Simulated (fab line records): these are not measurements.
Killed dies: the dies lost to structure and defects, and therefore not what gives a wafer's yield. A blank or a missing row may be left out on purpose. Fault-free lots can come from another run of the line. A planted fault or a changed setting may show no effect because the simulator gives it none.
fab line records	flow n5Finfet
record: lots: 6	wafers: 18	lastDay: 18
route steps=1938 shown DUMMY_REMOVAL@383 HKMG_FIN@385 BEOL_M4@1111 PASSIVATION@1936
lots untouched by any fault: they come from a run of this same line in which no faults occurred
startH: the number of hours between the record's first day and the start of the first shown wafer of the lot	waitH: how many hours have passed since the lot's step before this one	" unchanged from the row above	L1.1+2: one row covering several wafers at once	- no value, or no start was given	* or withheld: withheld	< > ~ a bound
route shown NAME@n: names a module that has steps shown in the file, with the first one's number in the route	usual: mean/standard deviation taken from wafers without a fault	same: alike in all rows	chamber/n: place in a boat	sites: each site's reading	_std_site: how widely they spread, as a standard deviation	_edge_site: the outer-site mean with the inner-site mean subtracted	radiusMm: how far each site lies from the wafer's centre	mask NAME#n: copy n	behind: the tool/chamber that last shaped the wafer	hold: what put the lot on hold/how long, in hours/how the hold closed	device: which transistor (n, p or np) failed to switch	end of line: at the end of the route, the tests of the same wafers	a step with no rows: only its recipe	killed: dies lost to structure and defects at the first sort, not the wafer's yield	map: a wafer's dies, marking killed ones x, the rest . and places with no die _
set.NAME: the setting the step ran with; set.NAME@STEP: the setting that earlier step ran with	model.NAME: the simulator's own value behind a step, which no gauge read
a table for each step, a row for each wafer; lots at some steps of the route
services: the hour from which a tool's chamber was out of use, counted from the record's first day as startH (under 0 if before that day), plus the number of hours and why
== steps ==
step: N5_DUMMY_REMOVAL_PRECLEAN_04
recipe: chemistry: DHF	timeS: 37	tempC: 25	dilution: 500:1
step: N5_DUMMY_REMOVAL_SRD_05
recipe: dry: ipaMarangoni	doPpb: 5	timeS: 30	tempC: 23	rinseLiquid: diw
step: N5_HKMG_FIN_IL_REGROW_00
recipe: material: SiO2	targetThkA: 7.5	chemistry: O3	tempC: withheld	timeS: 30
step: N5_HKMG_FIN_HK_ALD_01
recipe: material: HfO2	targetThkA: 16	tempC: withheld	aldPrecursorFamily: HfCl4	aldCoReactant: H2O	pulseTimeS: 3	purgeTimeS: 3	coReactantPurgeTimeS: 2.5	coReactantPulseTimeS: 0.3	aldCycles: 30
usual: precursorPulseHeightRel: 0.999/0.019
lot.wafer	tool	chamber	startH	waitH	precursorPulseHeightRel
L874.1	aldHk-03	3	72.00	0.0	0.985
L874.4	"	2	"	"	0.992
L874.5	"	2	"	"	0.981
L883.2	aldHk-02	0	126.26	0.0	0.991
L883.4	"	1	"	"	1.039
L883.6	"	2	"	"	1.027
L892.4	aldHk-02	3	192.66	0.0	1.043
L892.5	"	2	"	"	0.981
L892.6	"	1	"	"	0.989
L894.1	aldHk-01	3	195.75	0.0	0.995
L894.2	"	2	"	"	0.998
L894.4	"	1	"	"	0.996
L896.2	aldHk-03	3	203.18	0.0	1.011
L896.3	"	2	"	"	0.995
L896.6	"	0	"	"	0.984
L897.2	aldHk-03	2	210.81	0.0	0.992
L897.4	"	0	"	"	0.997
L897.5	"	0	"	"	1.017
step: N5_HKMG_FIN_HK_ANNEAL_02
recipe: tempC: 700	timeS: 30	ambient: N2	idleTempC: 600	rampUpCPerS: 150	rampDownCPerS: 60	coolToC: 600
usual: lampPowerPct: 8.81/0.057	lamp_zone_2_pct: 8.798/0.013	wafer_temp_C_max: 702.9/0.73
lot.wafer	tool	chamber	startH	waitH	lampPowerPct	lamp_zone_2_pct	wafer_temp_C_max
L874.1	rtpAnneal-02	0	72.18	0.1	8.73	8.796	702.9
L874.4	"	0	"	"	8.83	8.822	702.4
L874.5	"	0	"	"	8.67	8.817	702.6
L883.2	rtpAnneal-02	0	126.48	0.1	8.78	8.793	701.6
L883.4	"	0	"	"	8.79	8.820	702.9
L883.6	"	0	"	"	8.76	8.787	704.4
L892.4	rtpAnneal-01	0	192.93	0.2	8.80	8.806	702.2
L892.5	"	0	"	"	8.79	8.803	703.0
L892.6	"	0	"	"	8.81	8.813	703.4
L894.1	rtpAnneal-02	0	195.93	0.1	8.84	8.792	703.2
L894.2	"	0	"	"	8.78	8.794	704.0
L894.4	"	0	"	"	8.75	8.795	704.0
L896.2	rtpAnneal-02	0	203.40	0.1	8.75	8.784	702.6
L896.3	"	0	"	"	8.78	8.802	702.3
L896.6	"	0	"	"	8.75	8.795	703.2
L897.2	rtpAnneal-02	0	211.02	0.1	8.80	8.805	702.5
L897.4	"	0	"	"	8.85	8.798	701.7
L897.5	"	0	"	"	8.84	8.825	703.8
step: N5_HKMG_FIN_ALD_74
recipe: material: La2O3	targetThkA: 5	tempC: 250	aldPrecursorFamily: La-Cp	aldCoReactant: O3	pulseTimeS: 6	coReactantPulseTimeS: 1	purgeTimeS: 3	coReactantPurgeTimeS: 3
usual: heaterPowerW: 352/22	precursorPulseHeightRel: 1.001/0.018
lot.wafer	tool	chamber	startH	waitH	heaterPowerW	precursorPulseHeightRel
L874.1	aldHk-01	1	72.40	0.2	378	1.008
L874.4	"	0	"	"	323	0.991
L874.5	"	0	"	"	324	1.013
L883.2	aldHk-01	1	126.66	0.2	377	0.992
L883.4	"	0	"	"	317	0.988
L883.6	"	3	"	"	354	1.005
L892.4	aldHk-03	1	193.06	0.1	364	0.977
L892.5	"	2	"	"	365	1.011
L892.6	"	3	"	"	354	1.010
L894.1	aldHk-02	1	196.15	0.2	347	0.994
L894.2	"	2	"	"	384	1.005
L894.4	"	3	"	"	310	0.981
L896.2	aldHk-02	2	203.58	0.2	388	0.993
L896.3	"	0	"	"	339	0.986
L896.6	"	1	"	"	351	0.982
L897.2	aldHk-02	2	211.21	0.2	378	0.979
L897.4	"	3	"	"	306	0.993
L897.5	"	0	"	"	337	1.031
step: N5_HKMG_FIN_ALD_75
recipe: material: Al2O3	targetThkA: 10	tempC: 150	aldPrecursorFamily: TMA	aldCoReactant: H2O	pulseTimeS: withheld	coReactantPulseTimeS: 1
usual: heaterPowerW: 152/9.6	precursorPulseHeightRel: 1.001/0.02
lot.wafer	tool	chamber	startH	waitH	heaterPowerW	precursorPulseHeightRel
L874.1	aldHk-01	1	72.48	0.0	165	0.993
L874.4	"	0	"	"	137	1.043
L874.5	"	0	"	"	139	0.982
L883.2	aldHk-01	1	126.74	0.0	162	1.016
L883.4	"	0	"	"	138	0.980
L883.6	"	3	"	"	150	1.006
L892.4	aldHk-03	1	193.13	0.0	155	0.997
L892.5	"	2	"	"	153	0.985
L892.6	"	3	"	"	154	0.978
L894.1	aldHk-02	1	196.22	0.0	153	1.023
L894.2	"	2	"	"	170	0.987
L894.4	"	3	"	"	135	0.982
L896.2	aldHk-02	2	203.74	0.1	167	0.978
L896.3	"	0	"	"	146	1.027
L896.6	"	1	"	"	150	1.003
L897.2	aldHk-02	2	211.29	0.0	167	1.022
L897.4	"	3	"	"	135	1.001
L897.5	"	0	"	"	145	1.026
step: N5_HKMG_FIN_COAT_41
recipe: resist: SOC	tempC: 250	timeS: 60	spinRpm: 1500	resistThkNm: 300
step: N5_HKMG_FIN_COAT_42
recipe: resist: SiARC	tempC: 220	timeS: 60	spinRpm: 1500	resistThkNm: 35
step: N5_HKMG_FIN_COAT_43
recipe: resist: CAR-ArF	spinRpm: 1500	resistThkNm: 90
step: N5_HKMG_FIN_EBR_45
recipe: solvent: PGMEA	ebrWidthMm: 1.5
step: N5_HKMG_FIN_SOFTBAKE_44
recipe: tempC: 110	timeS: 60	resist: CAR-ArF
step: N5_HKMG_FIN_EXPOSE_46
recipe: maskId: NDIPOLE	na: 1.35	sourceShape: conventional	sigmaOuter: 0.8	polarization: unpolarized	doseMj: 40
lot.wafer	tool	chamber	startH	waitH	mask	model.HKMG_FIN.overlayXNm
L874.1+4+5	arfiScanner-01	0	72.69	-	NDIPOLE#0	0.4
L883.2+4+6	arfiScanner-03	0	127.09	-	NDIPOLE#0	-0.6
L892.4+5+6	arfiScanner-03	0	193.49	-	NDIPOLE#0	3.6
L894.1+2+4	arfiScanner-03	0	196.44	-	NDIPOLE#0	4
L896.2+3+6	arfiScanner-01	0	204.16	-	NDIPOLE#0	0.2
L897.2+4+5	arfiScanner-01	0	211.51	-	NDIPOLE#0	-0.6
step: N5_HKMG_FIN_PEB_47
recipe: pebTempC: withheld	pebTimeS: 60	resist: CAR-ArF
step: N5_HKMG_FIN_DEVELOP_48
recipe: developTimeS: 30	developer: TMAH	resist: CAR-ArF	rinseLiquid: diw	dry: airSpin	devTempC: 23
step: N5_HKMG_FIN_CD_MEAS_49
recipe: targetCdNm: 202	landingEnergyEv: 500	detector: seInlens	polarity: opening
usual: cdNm: 201.9/0.83
lot.wafer	tool	chamber	startH	waitH	cdNm
L874.1	cdSem-03	0	72.82	-	200.9
L874.4	"	0	"	"	201.7
L874.5	"	0	"	"	201.1
L883.2	cdSem-02	0	127.21	-	202.6
L883.4	"	0	"	"	203.1
L883.6	"	0	"	"	202.2
L892.4	cdSem-03	0	193.60	-	203.5
L892.5	"	0	"	"	203.3
L892.6	"	0	"	"	203.5
L894.1	cdSem-03	0	196.57	-	201.9
L894.2	"	0	"	"	200.7
L894.4	"	0	"	"	201.7
L896.2	cdSem-03	0	204.28	-	201.5
L896.3	"	0	"	"	202.0
L896.6	"	0	"	"	201.4
L897.2	cdSem-02	0	211.63	-	203.8
L897.4	"	0	"	"	203.0
L897.5	"	0	"	"	203.9
step: N5_HKMG_FIN_OVL_MEAS_50
recipe: pointsPerWafer: 44
usual: NDIPOLE_OVL: 0.5/0.86
lot.wafer	tool	chamber	startH	waitH	NDIPOLE_OVL[nm]
L874.1	overlay-02	0	72.85	0.0	1.1
L874.4	"	0	"	"	0.5
L874.5	"	0	"	"	1.3
L883.2	overlay-01	0	127.24	0.0	-1.4
L883.4	"	0	"	"	-1.5
L883.6	"	0	"	"	-0.5
L892.4	overlay-01	0	193.63	0.0	4.6
L892.5	"	0	"	"	3.9
L892.6	"	0	"	"	2.9
L894.1	overlay-02	0	196.60	0.0	4.6
L894.2	"	0	"	"	4.2
L894.4	"	0	"	"	3.7
L896.2	overlay-02	0	204.32	0.0	1.4
L896.3	"	0	"	"	0.5
L896.6	"	0	"	"	1.0
L897.2	overlay-02	0	211.66	0.0	0.1
L897.4	"	0	"	"	-0.2
L897.5	"	0	"	"	-0.2
step: N5_HKMG_FIN_INSPECT_61
recipe: mode: adi	inspectInstrument: macro
usual: rawDefectCount: 2.1/1.5
lot.wafer	tool	chamber	startH	waitH	rawDefectCount
L874.1	defectInspect-02	-	72.87	0.0	1
L874.4	"	-	"	"	2
L874.5	"	-	"	"	2
L883.2	defectInspect-02	-	127.26	0.0	0
L883.4	"	-	"	"	2
L883.6	"	-	"	"	4
L892.4	defectInspect-01	-	193.66	0.0	3
L892.5	"	-	"	"	1
L892.6	"	-	"	"	3
L894.1	defectInspect-02	-	196.62	0.0	2
L894.2	"	-	"	"	1
L894.4	"	-	"	"	4
L896.2	defectInspect-02	-	204.34	0.0	1
L896.3	"	-	"	"	3
L896.6	"	-	"	"	1
L897.2	defectInspect-02	-	211.68	0.0	4
L897.4	"	-	"	"	2
L897.5	"	-	"	"	1
step: N5_BEOL_M4_RC_MEAS_101
usual: DIBL_N: 36.2/1.6	DIBL_P: 36.5/1.9	IOFF_N: 0.158/0.027	IOFF_P: 0.21/0.038	ION_N: 675/12	ION_P: 464/8.9	SS_N: 71.5/0.61	SS_P: 73.4/0.59	VT_N: 250.4/3	VT_P: -250/3.6
lot.wafer	tool	chamber	startH	waitH	DIBL_N[mV/V]	DIBL_P[mV/V]	IOFF_N[nA/um]	IOFF_P[nA/um]	ION_N[uA/um]	ION_P[uA/um]	SS_N[mV/dec]	SS_P[mV/dec]	VT_N[mV]	VT_P[mV]
L874.1	prober-02	0	167.19	0.0	36.5	37.6	0.160	0.24	673	467	72.0	73.2	250.8	-250
L874.4	"	0	"	"	36.1	37.2	0.158	0.22	674	460	70.8	73.3	249.6	-251
L874.5	"	0	"	"	35.6	36.8	0.149	0.21	672	464	71.8	72.6	252.1	-249
L883.2	prober-02	0	219.14	0.2	33.5	33.8	0.121	0.16	666	456	71.6	73.7	253.3	-253
L883.4	"	0	"	"	37.5	40.1	0.211	0.26	686	471	71.5	74.4	246.2	-247
L883.6	"	0	"	"	36.1	37.4	0.163	0.22	684	467	71.0	73.6	250.5	-250
L892.4	prober-01	0	281.71	0.5	37.5	38.3	0.174	0.26	692	475	71.1	74.4	245.8	-245
L892.5	"	0	"	"	37.9	38.2	0.169	0.25	690	481	71.9	73.6	249.3	-247
L892.6	"	0	"	"	35.0	35.0	0.132	0.20	672	461	71.0	72.5	254.3	-248
L894.1	prober-02	0	307.55	0.0	37.6	35.6	0.169	0.23	663	456	72.5	73.1	251.5	-248
L894.2	"	0	"	"	36.5	35.5	0.159	0.23	674	470	72.1	73.5	249.0	-246
L894.4	"	0	"	"	37.8	36.5	0.174	0.24	675	461	72.2	73.8	248.9	-249
L897.2	prober-01	0	313.16	0.2	37.9	38.1	0.188	0.26	677	468	72.0	73.1	250.6	-247
L897.4	"	0	"	"	38.5	39.4	0.212	0.30	686	477	72.1	74.5	246.6	-245
L897.5	"	0	"	"	36.0	36.8	0.159	0.24	672	469	71.3	73.4	250.9	-247
L896.2	prober-02	0	320.73	0.2	32.1	32.0	0.105	0.19	649	463	69.8	72.3	255.3	-249
L896.3	"	0	"	"	34.7	35.8	0.149	0.24	675	474	71.5	73.7	248.6	-242
L896.6	"	0	"	"	35.4	36.2	0.154	0.25	672	472	72.1	73.5	249.7	-245
step: N5_PASSIVATION_PROBE_49
usual: defectLimitedYield: 91.3/1.7	killed_at_M0_to_M3: 33/11	killed_at_M4_up: 14/5.5	killedAtContacts: 13/6.5	killedAtFrontEnd: 39/13	killedAtOther: 3.4/2.9	killedDies: 103/20	killedOpen: 69/15	killedShort: 32/8.1	sort_bin_5_function: 5.1/1.1	sort_bin_6_memory: 3.3/0.74	sort_bin_8_speed: 0.00/0.014	sortNPass: 1077/20	sortYieldPct: 91.3/1.7
same: grossDies: 1180	killedAtBackSide: 0	sort_bin_4_leakage[%]: 0
lot.wafer	tool	chamber	startH	waitH	defectLimitedYield[%]	killed_at_M0_to_M3	killed_at_M4_up	killedAtContacts	killedAtFrontEnd	killedAtOther	killedDies	killedOpen	killedShort	sort_bin_5_function[%]	sort_bin_6_memory[%]	sort_bin_8_speed[%]	sortNPass	sortYieldPct[%]
L874.1	prober-01	-	282.52	0.0	90.8	20	8	21	58	1	108	81	27	5.3	3.8	0	1072	90.8
L874.4	prober-01	-	282.67	0.2	93.2	18	15	10	36	1	80	58	22	3.8	3.0	0	1100	93.2
L874.5	prober-01	-	282.72	0.2	91.1	24	16	8	52	5	105	71	33	5.5	3.2	0	1075	91.1
L894.1	prober-02	-	423.87	0.4	92.3	29	23	9	28	2	91	63	28	4.5	3.2	0	1089	92.3
L894.2	prober-02	-	423.92	0.4	92.1	27	16	9	37	4	93	58	34	5.3	2.4	0	1087	92.1
L894.4	prober-02	-	424.02	0.5	91.3	23	25	10	43	2	103	71	29	4.6	3.6	0	1077	91.3
L897.2	prober-02	-	429.58	0.1	93.6	33	6	4	33	0	76	46	29	3.6	2.5	0	1104	93.6
L897.4	prober-02	-	429.68	0.2	89.3	48	7	14	49	8	126	90	33	6.8	3.6	0	1054	89.3
L897.5	prober-02	-	429.73	0.2	90.0	51	11	8	45	3	118	74	44	5.8	3.7	0	1062	90.0
L896.2	prober-02	-	438.34	0.1	93.2	38	10	8	22	2	80	59	19	4.3	2.3	0	1100	93.2
L896.3	prober-02	-	438.39	0.1	91.9	32	18	7	37	2	96	74	18	4.4	3.1	0	1084	91.9
L896.6	prober-02	-	438.54	0.3	89.8	38	22	15	37	8	120	72	40	5.1	4.2	0	1060	89.8
killed by level:class
L874.1 STI_FIN_REVEAL:geometricParticle:open=25 MOL_CONTACT_COAG:geometricParticle:open=16 STI_FIN_REVEAL:geometricParticle:short=5 MOL_CONTACT_COAG:geometricParticle:short=5 FIN_SAQP:geometricParticle:open=4 BEOL_M2:geometricParticle:open=4 STARTING-WAFER:geometricParticle:open=4 FIN_SAQP:geometricParticle:short=3
L874.4 STI_FIN_REVEAL:geometricParticle:open=13 FIN_SAQP:geometricParticle:open=8 MOL_CONTACT_COAG:geometricParticle:open=8 BEOL_M0_SAQP:geometricParticle:short=5 BEOL_M0_SAQP:geometricParticle:open=4 BEOL_M1:geometricParticle:open=4 BEOL_M4:geometricParticle:open=4 FIN_SAQP:geometricParticle:short=3
L874.5 STI_FIN_REVEAL:geometricParticle:open=11 BEOL_M4:geometricParticle:open=11 FIN_SAQP:geometricParticle:open=10 MOL_CONTACT_COAG:geometricParticle:open=7 STI_FIN_REVEAL:geometricParticle:short=6 FIN_SAQP:geometricParticle:short=5 DUMMY_GATE:geometricParticle:open=5 BEOL_M0_SAQP:geometricParticle:short=5
L894.1 BEOL_M4:geometricParticle:open=11 BEOL_M0_SAQP:geometricParticle:open=10 MOL_CONTACT_COAG:geometricParticle:open=8 BEOL_M0_SAQP:geometricParticle:short=8 FIN_SAQP:geometricParticle:short=6 FIN_SAQP:geometricParticle:open=6 STI_FIN_REVEAL:geometricParticle:open=6 GATE_CUT:geometricParticle:short=4
L894.2 BEOL_M1:geometricParticle:open=11 FIN_SAQP:geometricParticle:open=8 BEOL_M4:geometricParticle:open=8 FIN_SAQP:geometricParticle:short=7 GATE_CUT:geometricParticle:short=5 MOL_CONTACT_COAG:geometricParticle:open=5 BEOL_M2:geometricParticle:open=5 STI_FIN_REVEAL:geometricParticle:open=4
L894.4 FIN_SAQP:geometricParticle:open=11 BEOL_M4:geometricParticle:open=8 MOL_CONTACT_COAG:geometricParticle:open=7 STI_FIN_REVEAL:geometricParticle:open=6 GATE_CUT:geometricParticle:open=6 BEOL_M0_SAQP:geometricParticle:open=6 BEOL_M1:geometricParticle:open=6 BEOL_M2:geometricParticle:open=5
L897.2 STI_FIN_REVEAL:geometricParticle:open=11 BEOL_M0_SAQP:geometricParticle:short=10 BEOL_M2:geometricParticle:open=9 FIN_SAQP:geometricParticle:short=6 BEOL_M0_SAQP:geometricParticle:open=5 BEOL_M1:geometricParticle:open=5 MOL_CONTACT_COAG:geometricParticle:open=4 BEOL_M4:geometricParticle:open=4
L897.4 FIN_SAQP:geometricParticle:open=14 BEOL_M0_SAQP:geometricParticle:open=13 MOL_CONTACT_COAG:geometricParticle:open=12 STI_FIN_REVEAL:geometricParticle:open=11 BEOL_M0_SAQP:geometricParticle:short=11 FIN_SAQP:geometricParticle:short=9 BEOL_M1:geometricParticle:open=7 BEOL_M2:geometricParticle:open=7
L897.5 BEOL_M0_SAQP:geometricParticle:short=11 BEOL_M2:geometricParticle:open=11 FIN_SAQP:geometricParticle:short=9 FIN_SAQP:geometricParticle:open=9 STI_FIN_REVEAL:geometricParticle:open=7 BEOL_M0_SAQP:geometricParticle:open=7 MOL_CONTACT_COAG:geometricParticle:open=6 BEOL_M1:geometricParticle:open=6
L896.2 FIN_SAQP:geometricParticle:open=9 BEOL_M3:geometricParticle:open=9 BEOL_M0_SAQP:geometricParticle:short=8 BEOL_M1:geometricParticle:open=7 MOL_CONTACT_COAG:geometricParticle:open=6 BEOL_M4:geometricParticle:open=6 STI_FIN_REVEAL:geometricParticle:open=4 BEOL_M2:geometricParticle:open=4
L896.3 BEOL_M4:geometricParticle:open=15 BEOL_M0_SAQP:geometricParticle:open=12 FIN_SAQP:geometricParticle:open=8 BEOL_M3:geometricParticle:open=8 MOL_CONTACT_COAG:geometricParticle:open=7 GATE_CUT:geometricParticle:open=6 DUMMY_GATE:geometricParticle:open=5 BEOL_M0_SAQP:geometricParticle:short=4
L896.6 MOL_CONTACT_COAG:geometricParticle:open=12 FIN_SAQP:geometricParticle:open=7 GATE_CUT:geometricParticle:short=7 BEOL_M0_SAQP:geometricParticle:open=6 BEOL_M4:geometricParticle:open=6 HKMG_FIN:areaEtch=6 DUMMY_GATE:geometricParticle:open=5 BEOL_M2:geometricParticle:short=5
== services ==
tool	chamber	startH	hours	kind
rtpAnneal-01	-	48.52	4.8	pm
arfiScanner-03	-	56.00	24.0	pm
arfiScanner-01	-	60.92	1.3	pm
aldHk-03	-	88.71	14.6	pm
arfiScanner-01	0	96.08	-	calibration
rtpAnneal-02	-	100.84	8.3	pm
aldHk-03	-	103.31	1.2	pm
rtpAnneal-02	-	112.75	4.5	pm
arfiScanner-01	-	114.65	6.0	pm
aldHk-03	-	116.27	2.8	pm
arfiScanner-01	-	131.12	0.8	pm
arfiScanner-03	-	134.96	1.3	pm
arfiScanner-03	-	146.59	3.9	pm
arfiScanner-01	-	176.08	0.8	repair
arfiScanner-01	-	182.76	1.0	pm
arfiScanner-01	-	186.42	1.3	pm
arfiScanner-01	-	192.10	0.3	repair
arfiScanner-01	-	198.54	4.9	pm
arfiScanner-03	-	207.45	1.0	pm
== key ==
firstSign: step: N5_HKMG_FIN_OVL_MEAS_50	reading: NDIPOLE_OVL	direction: up	sigmas: 4.1	usual: 0.5	struck: 4.0
effect none on later readings
modelEffect: step: N5_HKMG_FIN_EXPOSE_46	value: HKMG_FIN.overlayXNm	without: 0.1	struck: 3.8
metAt N5_HKMG_FIN_EXPOSE_46
struckWafers L892.4,L892.5,L892.6,L894.1,L894.2,L894.4
onsetBetween 127.09 193.49
fault: kind: scannerMatchingOverlay	tool: arfiScanner-03	chamber: -	onsetH: 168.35	steps: N5_HKMG_FIN_EXPOSE_46	offset: 3.733
